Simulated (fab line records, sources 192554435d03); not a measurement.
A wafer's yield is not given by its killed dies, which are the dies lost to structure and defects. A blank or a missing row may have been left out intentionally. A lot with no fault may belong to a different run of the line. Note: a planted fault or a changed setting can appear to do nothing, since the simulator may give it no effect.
Matching of chambers    flow n5Finfet    N5_MOL_CONTACT_COAG_ETCHBACK_134 on rieDiel-01 has 4 sister chambers
The step etches SiO2 in CHF3, target depth 10 nm, time 6.7 s. 14 wafers are shown with their chamber, then 7 later ones without.

EACH WAFER AND ITS CHAMBER
wafer   chamber  rfVppV (V)  throttleValvePct (%)  showerheadPlenumPTorr (Torr)
L077.3  0        493         18.73                 2.29
L077.4  3        549         18.89                 2.31
L077.5  2        513         18.43                 2.38
L086.1  2        512         18.45                 2.38
L086.3  3        545         18.91                 2.30
L086.5  0        493         18.77                 2.28
L088.1  0        493         18.77                 2.28
L088.3  2        512         18.46                 2.37
L088.4  1        535         18.61                 2.32
L090.1  3        546         18.94                 2.30
L090.2  0        494         18.78                 2.28
L090.4  2        512         18.45                 2.37
L091.4  1        537         18.63                 2.32
L091.5  3        546         18.91                 2.30

SIGNATURES (means of the wafers above)
reading                chamber 0  chamber 1  chamber 2  chamber 3  scatter within a chamber
rfVppV                 493.25     536.00     512.25     546.50     1.12
throttleValvePct       18.7625    18.6200    18.4475    18.9125    0.0185
showerheadPlenumPTorr  2.2825     2.3200     2.3750     2.3025     0.005
Rule: a wafer's distance from a chamber is the root of the sum, over the readings, of the square of ((its reading less the chamber's mean) divided by the reading's scatter). If the next closest chamber is less than 2 further off than the closest, the wafer can't be placed; otherwise it belongs to the closest. The scatter is the square root of a quotient: the sum, over the shown wafers, of each reading's squared deviation from its chamber's mean, divided by wafers minus chambers.

WAFERS WITH NO CHAMBER GIVEN
wafer   rfVppV (V)  throttleValvePct (%)  showerheadPlenumPTorr (Torr)
L091.6  511         18.47                 2.37
L093.1  511         18.46                 2.37
L093.2  536         18.61                 2.32
L093.5  546         18.93                 2.30
L096.3  513         18.48                 2.37
L096.5  493         18.81                 2.27
L096.6  546         18.93                 2.29

THE CHAMBER EACH PASSED THROUGH
wafer   from the rows above  in truth
L091.6  2                    2
L093.1  2                    2
L093.2  1                    1
L093.5  3                    3
L096.3  2                    2
L096.5  0                    0
L096.6  3                    3
Placed correctly: 7 of 7. Not placeable from these rows: 0. Number placed wrongly: 0.
